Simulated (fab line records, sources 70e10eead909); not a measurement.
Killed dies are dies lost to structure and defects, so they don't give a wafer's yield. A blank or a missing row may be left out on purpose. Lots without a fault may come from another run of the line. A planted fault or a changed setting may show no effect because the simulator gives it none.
Tool commonality check | flow nand_harc | 6 lots, 18 wafers sampled

WHY IT WAS OPENED
At NHARC_END_SORT_01 the reading killed_at_array is flagged on 2 of 6 lots. Wafers without a fault read 29, standard deviation 10.
Rule: a lot is flagged when every wafer of it that has a number lies more than 4 standard deviations from that mean, or none has a number. The other lots count as sound.

lot  | measured     | on        | killed_at_array, wafer by wafer | flag
L784 | day 19 13:31 | prober-01 | 21 26 18                        |
L791 | day 22 01:53 | prober-01 | 676 675 677                     | FLAGGED
L789 | day 22 01:58 | prober-02 | 672 675 673                     | FLAGGED
L797 | day 24 05:45 | prober-02 | 40 40 50                        |
L796 | day 24 07:22 | prober-01 | 16 14 13                        |
L799 | day 24 14:37 | prober-01 | 33 32 29                        |
The numbers of the flagged lots are 675 on average: +646 against the usual, or +65 standard deviations.

WHICH TOOL RAN EACH LOT
The record holds 4 process steps before the reading, out of a route of 1159 steps. In each cell: the tool, then ch and the chambers that the sampled wafers went through, then the start.
lot  | flag    | NHARC_A_CONTACT_ETCH_48            | NHARC_A_CONTACT_ETCH_50                       | NHARC_A_CONTACT_ETCH_115             | NHARC_A_CONTACT_ETCH_116
L784 |         | rie_diel-13 ch 0,2, day 16 17:19   | rie_diel-13 ch 1,2, day 16 18:59 or earlier   | har_cap_etch-01 ch 0,1, day 16 18:59 | har_cap_etch-01 ch 0,1, day 16 19:04
L791 | FLAGGED | rie_diel-13 ch 0,2,3, day 18 18:51 | rie_diel-13 ch 0,1,2, day 18 20:30 or earlier | har_cap_etch-02 ch 0,1, day 18 20:30 | har_cap_etch-02 ch 0,1, day 18 20:35
L789 | FLAGGED | rie_diel-06 ch 1,3, day 18 19:32   | rie_diel-06 ch 0,1,3, day 18 21:22 or earlier | har_cap_etch-01 ch 0,1, day 18 21:22 | har_cap_etch-01 ch 0,1, day 18 21:29
L797 |         | rie_diel-01 ch 0,3, day 20 14:44   | rie_diel-13 ch 0,1,3, day 20 15:40            | har_cap_etch-02 ch 0,1, day 20 16:53 | har_cap_etch-02 ch 0,1, day 20 16:58
L796 |         | rie_diel-13 ch 0,1,3, day 20 20:05 | rie_diel-13 ch 0,1,2, day 20 21:46 or earlier | har_cap_etch-01 ch 0,1, day 20 21:46 | har_cap_etch-01 ch 0,1, day 20 21:51
L799 |         | rie_diel-13 ch 0,2,3, day 21 03:55 | rie_diel-13 ch 0,1,2, day 21 05:36 or earlier | har_cap_etch-01 ch 0,1, day 21 05:36 | har_cap_etch-01 ch 0,1, day 21 05:41
What these steps do:
- NHARC_A_CONTACT_ETCH_48: etches the open film in CF4, target depth 39 nm, time 65 s.
- NHARC_A_CONTACT_ETCH_50: etches the open film in CF4/CHF3, target depth 84.7 nm, time 42.4 s.
- NHARC_A_CONTACT_ETCH_115: etches the open film in C4F8/O2/Ar, time 94 s, target depth 922 nm.
- NHARC_A_CONTACT_ETCH_116: etches the open film in C4F8/O2/Ar, time 94 s, target depth 922 nm.
- NHARC_END_SORT_01

FLAGGED OVER TOTAL, TOOL BY TOOL (the gauges that took the reading come last)
step                     | tool            | lots run | flagged | share of the flagged lots | sound lots run after its first flagged lot
NHARC_A_CONTACT_ETCH_48  | rie_diel-01     | 1        | 0       | none                      | -
NHARC_A_CONTACT_ETCH_48  | rie_diel-06     | 1        | 1       | some                      | 0
NHARC_A_CONTACT_ETCH_48  | rie_diel-13     | 4        | 1       | some                      | 2 (L796,L799)
NHARC_A_CONTACT_ETCH_50  | rie_diel-06     | 1        | 1       | some                      | 0
NHARC_A_CONTACT_ETCH_50  | rie_diel-13     | 5        | 1       | some                      | 3 (L797,L796,L799)
NHARC_A_CONTACT_ETCH_115 | har_cap_etch-01 | 4        | 1       | some                      | 2 (L796,L799)
NHARC_A_CONTACT_ETCH_115 | har_cap_etch-02 | 2        | 1       | some                      | 1 (L797)
NHARC_A_CONTACT_ETCH_116 | har_cap_etch-01 | 4        | 1       | some                      | 2 (L796,L799)
NHARC_A_CONTACT_ETCH_116 | har_cap_etch-02 | 2        | 1       | some                      | 1 (L797)
NHARC_END_SORT_01        | prober-01       | 4        | 1       | some                      | 2 (L796,L799)
NHARC_END_SORT_01        | prober-02       | 2        | 1       | some                      | 1 (L797)
NHARC_A_CONTACT_ETCH_50 gives no start for some lots, so the hours and the order of its lots are those of NHARC_A_CONTACT_ETCH_115.

WHAT THE TABLE ALLOWS
No row of the table ran every flagged lot.

WHAT THE SIMULATOR HAD PUT IN
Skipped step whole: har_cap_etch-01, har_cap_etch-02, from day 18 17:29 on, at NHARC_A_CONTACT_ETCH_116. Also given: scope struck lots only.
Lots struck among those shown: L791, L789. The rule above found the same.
